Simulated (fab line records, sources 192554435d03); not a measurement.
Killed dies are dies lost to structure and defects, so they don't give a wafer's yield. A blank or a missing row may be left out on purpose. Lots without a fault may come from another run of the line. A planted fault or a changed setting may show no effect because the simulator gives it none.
One fault seen from 2 desks | flow n5_finfet | each desk has only its own numbers; what lay behind them comes last

THE METROLOGY DESK
What the gauges read, lot by lot, whatever tool the lot ran on: means of the sampled wafers that have a number. A lot is out of limits, marked OUT, if its mean lies more than 4 standard deviations from the usual mean; the brackets give that distance.
Columns: A = HMC_CMP_THK at N5_PMOS_HMC_CHANNEL_EPI_THK_MEAS_22, usual 54.2 nm; B = thk_nm at N5_FIN_SAQP_THK_MEAS_07, usual 60.1 nm
lot  | first seen here | A    | B
L790 | day 1 19:52     | 54.4 | 60.1
L791 | day 2 02:05     | 54.7 | 60.8
L792 | day 2 07:28     | 53.6 | 59.9
L793 | day 2 16:03     | 53.8 | 59.8
L794 | day 2 22:07     | 53.8 | 60.1
L795 | day 3 02:10     | 54.4 | 59.9
L798 | day 3 20:05     | 54.0 | 60.4
L799 | day 4 01:45     | 54.1 | 60.4
L800 | day 4 07:41     | 54.3 | 61.0
L801 | day 4 13:59     | 55.2 | 60.5
L805 | day 5 14:15     | 53.5 | 59.8
L809 | day 6 14:00     | 53.8 | 60.5
L813 | day 7 13:22     | 53.6 | 60.8
This desk's finding: nothing out of limits on any of the 13 lots.

THE TOOL OWNER'S DESK: ald_sin-03
The tool's own readings at N5_FIN_SAQP_ALD_61 (deposits SiO2, target thk 4 nm, pulse time 1 s, purge time 2 s): means of the sampled wafers that have a number, for each lot that ran on this tool. A lot is out of limits, marked OUT, if its mean lies more than 4 standard deviations from the usual mean; the brackets give that distance.
Columns: A = heater_power_w at N5_FIN_SAQP_ALD_61, usual 474 W; B = precursor_pulse_height_rel at N5_FIN_SAQP_ALD_61, usual 1.001
lot  | first seen here | A   | B
L795 | day 3 03:46     | 459 | 1.007
L798 | day 3 20:47     | 503 | 0.985
L799 | day 4 02:22     | 461 | 1.002
L800 | day 4 08:34     | 479 | 1.003
L801 | day 4 14:44     | 492 | 1.003
This desk's finding: nothing out of limits on any of the 5 lots.

PUT TOGETHER
The metrology desk saw nothing out of limits.
The tool owner's desk saw nothing out of limits.

WHAT THE SIMULATOR HAD PUT IN
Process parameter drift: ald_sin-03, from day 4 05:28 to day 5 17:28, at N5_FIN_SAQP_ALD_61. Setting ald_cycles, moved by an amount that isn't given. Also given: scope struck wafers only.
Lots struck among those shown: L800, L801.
